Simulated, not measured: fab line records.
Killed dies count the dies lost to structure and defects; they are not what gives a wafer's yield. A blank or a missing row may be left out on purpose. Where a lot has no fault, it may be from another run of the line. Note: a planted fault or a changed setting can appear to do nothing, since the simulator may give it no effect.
Matching of chambers | flow n5_finfet | rie_diel-05 running N5_BEOL_M0_STRIP_140: 4 sister chambers
The step strips in CF4. 4 wafers are shown with their chamber, then 9 later ones without.

## WAFERS WITH THEIR CHAMBER
wafer  | chamber | showerhead_plenum_p_Torr (Torr)
L082.1 | 1       | 1.76
L083.3 | 0       | 1.78
L083.5 | 2       | 1.72
L083.6 | 3       | 1.86

## WAFERS WHOSE CHAMBER IS MISSING
wafer  | showerhead_plenum_p_Torr (Torr)
L087.1 | 1.72
L087.5 | 1.78
L087.6 | 1.86
L091.2 | 1.78
L091.3 | 1.72
L091.5 | 1.86
L096.1 | 1.75
L096.2 | 1.85
L096.4 | 1.78

## WHICH CHAMBER EACH ONE RAN IN
wafer  | from the rows above | in truth
L087.1 | 2                   | 2
L087.5 | 0                   | 0
L087.6 | 3                   | 3
L091.2 | 0                   | 0
L091.3 | 2                   | 2
L091.5 | 3                   | 3
L096.1 | 1                   | 1
L096.2 | 3                   | 3
L096.4 | 0                   | 0
Placed correctly: 9 of 9. Number that these rows cannot place: 0. Wrongly placed: 0.
How it was worked out, from the rows above alone: a wafer's distance from a chamber is the root of the sum, over the readings, of the square of ((its reading less the chamber's mean) divided by the reading's scatter). The wafer belongs to the nearest chamber; if the next one is less than 2 further off, it can't be placed. A chamber's mean is the mean of its shown wafers. The scatter: with one shown wafer a chamber, the root of the mean of the squares of how far each hidden wafer lies from its nearest shown one.
